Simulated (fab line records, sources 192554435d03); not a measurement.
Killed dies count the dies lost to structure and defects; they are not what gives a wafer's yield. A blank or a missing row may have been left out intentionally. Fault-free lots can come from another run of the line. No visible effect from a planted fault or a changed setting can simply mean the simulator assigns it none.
Comparing a struck lot with a sound one -- flow n5-finfet -- 44 out of 1938 route steps
Sound: these wafers, L637.2, L637.5, L637.6. Struck: wafer L629.5; the same lot's L629.3 was not struck, so it is left out; see the end for the cause.
Per side, at each step with rows, come the tool, then ch with its chambers, and then its first start. Under that, the readings that differ: sound wafers -- struck wafers -- difference of the means -- sigmas: that difference in standard deviations of wafers without a fault.
alike: readings with means less than 2 such deviations apart, plus words and numbers identical on both sides. not compared: withheld readings, readings lacking a value on some wafer, bounds such as >300 that could conceal the same value, and numbers that have no deviation in the record and whose values overlap.
A row with sigmas, a row that says differs or no value, or rows on one side alone: a step with any of these is where the two part. Numbers that have no deviation but don't overlap get no sigmas and don't part them. Lack of a reading on every wafer of one side parts them only where that side has two or more wafers.

N5_BEOL_M6_ALD_77: deposits TaN, target thk 2 nm, pulse time 2 s, purge time 3 s.
  sound on ald-metal-04 ch 2,3, day 12 07:43; struck on ald-metal-03 ch 3, day 10 09:10
  alike: heater-power-w
then, 4 steps without rows for these wafers: N5_BEOL_M6_SURFACE_TREAT_79; N5_BEOL_M6_CVD_78 (deposits Co from CCTBA/H2, target thk 2 nm, time 142.3 s); N5_BEOL_M6_SPUTTER_48 (material Cu, target thk 10 nm, time 1.667 s); N5_BEOL_M6_ECD_50 (material Cu, target thk 300 nm).
N5_BEOL_M6_ANNEAL_51: time 90 s.
  sound on rtp-anneal-01 ch 0, day 12 08:57; struck on rtp-anneal-01 ch 0, day 10 10:21
  alike: wafer_temp_C_max
then, 1 step without rows for these wafers: N5_BEOL_M6_CMP_52 (polishes, stops on SiCOH lowk, t overpolish 6.9 s, target thk 80 nm).
N5_BEOL_M6_THK_MEAS_53: measures by xrf.
  struck on film-metro-02, day 10 11:03; sound on film-metro-02, day 12 09:30
  alike: M6_THK
then, 2 steps without rows for these wafers: N5_BEOL_M6_PRE_CLEAN_55 (time 15 s); N5_BEOL_M6_DEP_56 (deposits SiCN from 3MS/NH3, target thk 10 nm, time 17.5 s).
N5_BEOL_M6_RS_MEAS_57: measurement is done with a four-point probe.
  struck on film-metro-01, day 10 11:11; sound on film-metro-01, day 12 09:38
  alike: M6_RS
N5_BEOL_M6_INSPECT_58: inspects for defects (darkfield).
  struck on defect-inspect-02, day 10 11:12; sound on defect-inspect-02, day 12 09:40
  alike: raw-defect-count
N5_BEOL_M7_ILD_DEP_00: deposits SiCOH lowk from DEMS/porogen, target thk 179.75 nm, time 33.4 s.
  sound on pecvd-02 ch 0,1,2, day 12 09:41; struck on pecvd-04 ch 2, day 10 11:14
reading,sound,struck,difference,sigmas
model.SiCOH_lowk_of_BEOL_M7_ILD_DEP_00.thk-nm (nm),178.4 180.2 181.8,228.6,+48.5,
  alike: heater-power-w, showerhead-plenum-p-Torr, throttle-valve-pct
N5_BEOL_M7_CURE_74: cures SiCOH lowk, time 240 s.
  sound on uv-cure-03 ch 0, day 12 09:59; struck on uv-cure-03 ch 2, day 10 11:28
reading,sound,struck,difference,sigmas
wafer_temp_C_max,386.2 386.2 386.5,388.7,+2.4,+3
  alike: lamp-power-pct
N5_BEOL_M7_THK_MEAS_01:
  struck on film-metro-02, day 10 11:49; sound on film-metro-01, day 12 10:25
reading,sound,struck,difference,sigmas
M7_ILD_THK (nm),153.8 155.4 156.8,197.7,+42.4,+22
N5_BEOL_M7_PECVD_70: deposits SiO2 from TEOS/O2, target thk 20 nm, time 22.7 s.
  sound on pecvd-03 ch 0,2, day 12 10:28; struck on pecvd-03 ch 0, day 10 11:51
  alike: heater-power-w, showerhead-plenum-p-Torr, throttle-valve-pct
then, 9 steps without rows for these wafers: N5_BEOL_M7_HM_DEP_02 (deposits TiN, target thk 20 nm); N5_BEOL_M7_COAT_59 (time 60 s, resist thk 100 nm); N5_BEOL_M7_COAT_60 (time 60 s, resist thk 35 nm); N5_BEOL_M7_COAT_05 (resist thk 90 nm); N5_BEOL_M7_EBR_07; N5_BEOL_M7_SOFTBAKE_06 (time 60 s); N5_BEOL_M7_EXPOSE_08 (exposes mask M7); N5_BEOL_M7_PEB_09 (peb time 60 s); N5_BEOL_M7_DEVELOP_10 (develop time 30 s).
N5_BEOL_M7_CD_MEAS_11: target cd 38.5 nm.
  sound on cd-sem-02 ch 0, day 12 11:28; struck on cd-sem-03 ch 0, day 10 12:33
  alike: cd-nm
N5_BEOL_M7_OVL_MEAS_12:
  sound on overlay-01 ch 0, day 12 11:30; struck on overlay-01 ch 0, day 10 12:35
  alike: M7_OVL
N5_BEOL_M7_INSPECT_13: inspects for defects (brightfield).
  struck on defect-inspect-02, day 10 12:37; sound on defect-inspect-01, day 12 11:32
  alike: raw-defect-count
then, 1 step without rows for these wafers: N5_BEOL_M7_DESCUM_16 (chemistry O2, time 7.9 s).
N5_BEOL_M7_ETCH_61: etches SiARC in CF4, target depth 45.5 nm, time 75.8 s.
  sound on rie-diel-03 ch 1,2, day 12 11:36; struck on rie-diel-05 ch 1, day 10 12:41
reading,sound,struck,difference,sigmas
rf-vpp-V (V),184.5 182.8 182.6,186.1,+2.8,+3
showerhead-plenum-p-Torr (Torr),2.08 2.06 2.08,2.25,+0.18,+2
  alike: bias-w, drypump-motor-current-A, etch-rf-on-time-s, oes-product-au, throttle-valve-pct
  not compared: rf-hours-counter-h
then, 5 steps without rows for these wafers: N5_BEOL_M7_ETCH_62 (etches SOC in N2/H2, target depth 110 nm, overetch 22 nm, time 165 s); N5_BEOL_M7_STRIP_68 (strips in N2/H2); N5_BEOL_M7_STRIP_67 (strips in CF4); N5_BEOL_M7_HM_OPEN_17 (chemistry Cl2/BCl3, target TiN, target depth 20 nm, overetch 6 nm); N5_BEOL_M7_STRIP_19 (strips in O2).
N5_BEOL_M7_CD_MEAS_18: pitch 80 nm, target cd 40 nm.
  struck on cd-sem-01, day 10 13:07; sound on cd-sem-02, day 12 12:20
  alike: cd-nm
then, 6 steps without rows for these wafers: N5_BEOL_M7_COAT_63 (time 60 s, resist thk 60 nm); N5_BEOL_M7_COAT_64 (time 60 s, resist thk 12 nm); N5_BEOL_M7_COAT_71 (time 60 s, resist thk 5 nm); N5_BEOL_M7_COAT_22 (resist thk 30 nm); N5_BEOL_M7_EBR_24; N5_BEOL_M7_SOFTBAKE_23 (time 60 s).
N5_BEOL_M7_CMP_52: polishes, stops on SiCOH lowk, t overpolish 6.9 s, target thk 80 nm.
  sound on cmp-02 ch 1,2, day 12 16:59; struck on cmp-03 ch 2, day 10 17:32
reading,sound,struck,difference,sigmas
model.SiCOH_lowk_of_BEOL_M7_ILD_DEP_00.thk-nm (nm),150.8 152.4 153.8,194.6,+42.3,
  alike: motor-current-A
-- here the record skips 3 days between the struck wafers' starts before and after, leaving off in module BEOL_M7 and picking up in module PASSIVATION (first step shown: number 1936 of the route) --
N5_PASSIVATION_PROBE_49:
  record: rows for the struck wafers here (prober-02, day 13 12:53), none for the sound ones

WHERE THEY PART
At N5_BEOL_M7_CURE_74 first; at N5_PASSIVATION_PROBE_49 last (within this record only).

WHY: whatever the simulator had introduced
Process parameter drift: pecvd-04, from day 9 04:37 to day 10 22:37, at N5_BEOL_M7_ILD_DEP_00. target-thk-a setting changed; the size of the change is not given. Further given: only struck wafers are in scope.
